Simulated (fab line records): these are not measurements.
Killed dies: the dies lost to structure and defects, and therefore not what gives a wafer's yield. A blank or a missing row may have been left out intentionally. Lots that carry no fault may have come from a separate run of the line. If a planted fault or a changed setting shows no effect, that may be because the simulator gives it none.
Problem report in the 8D (eight disciplines) form, filled by code    flow n5_finfet    the parts of the form that need people (team, actions taken, sign-off) are left out

1. PROBLEM STATEMENT
Wafers without a fault read 0.999 a.u., standard deviation 0.012; oes_product_au at N5_FIN_SAQP_ETCH_65 reads a mean of 1.348 a.u. on 4 wafers belonging to 3 lots. That puts it +29 standard deviations away from the usual mean.
The step: etches SiO2 in CF4, target depth 4 nm, time 4.4 s.
First observed at day 4 12:35: wafer L830.2, on rie_si-06. The record has a number at this step for 19 wafers belonging to 7 lots. Rule for "out" (also "out of limits"): further than 4 standard deviations from the usual mean. The rest of the wafers with a number are treated as sound.

2. WHAT IT IS AND WHAT IT IS NOT
question                     is                              is not
which readings at this step  oes_product_au                  drypump_motor_current_A, throttle_valve_pct
which lots                   L830, L833, L834                L821, L822, L829, L838
which wafers of those lots   L830.2, L830.3, L833.3, L834.3  L830.5, L833.6, L834.5
read on which tools          rie_si-06                       rie_si-01
when                         from day 4 12:35                up to then (10 sound wafers); but 5 sound wafers of L833, L834, L838 came after

3. SUSPECTS, AND WHAT RULES EACH OUT
Counting: any tool at a process step up to the reading remains a suspect provided it ran every lot that is out. Sound lots after the first of them don't rule it out here, since some wafers of a struck lot are sound.
- rie_diel-01 at N5_FIN_SAQP_ETCH_57 (etches SiNx in CH3F/O2, target depth 32.5 nm, time 46.4 s): kept. It processed each lot that is out (first: L830, day 4 12:28); up to then, its last sound lot is L822 (day 2 11:54).
- rie_si-06 at N5_FIN_SAQP_ETCH_65 (etches SiO2 in CF4, target depth 4 nm, time 4.4 s): kept. It processed each lot that is out (first: L830, day 4 12:35); up to then, its last sound lot is L821 (day 2 06:44). Out on those wafers are its own readings of oes_product_au.
Remaining after the count are rie_diel-01 at N5_FIN_SAQP_ETCH_57 and rie_si-06 at N5_FIN_SAQP_ETCH_65.

4. THE CAUSE (what the simulator had put in)
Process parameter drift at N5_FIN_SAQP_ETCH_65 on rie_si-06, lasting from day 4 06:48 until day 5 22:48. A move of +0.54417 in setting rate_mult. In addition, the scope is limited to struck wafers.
This tool is one of the 2 suspects left after counting.

5. SEQUENCE OF EFFECTS, ordered by route
One row per reading whose mean, taken over the struck wafers that have a number, lies over 3 standard deviations from the usual. Readings are gone through only where the record gives a usual standard deviation; hours: the median, over the lots, of the time from a lot's start at the first step in this table giving one to that lot's start at this step; sigmas: the change measured in usual standard deviations.
hours  step                 reading         usual       on struck wafers  change  sigmas
0      N5_FIN_SAQP_ETCH_65  oes_product_au  0.999 a.u.  1.348             +0.349  +29
Here are the process steps it includes:
- N5_FIN_SAQP_ETCH_65: etches SiO2 in CF4, target depth 4 nm, time 4.4 s.

6. WHAT WOULD HAVE CAUGHT IT SOONER
First out-of-limits reading in this record: day 4 12:35, which is 6 hours after fault onset at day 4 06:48.
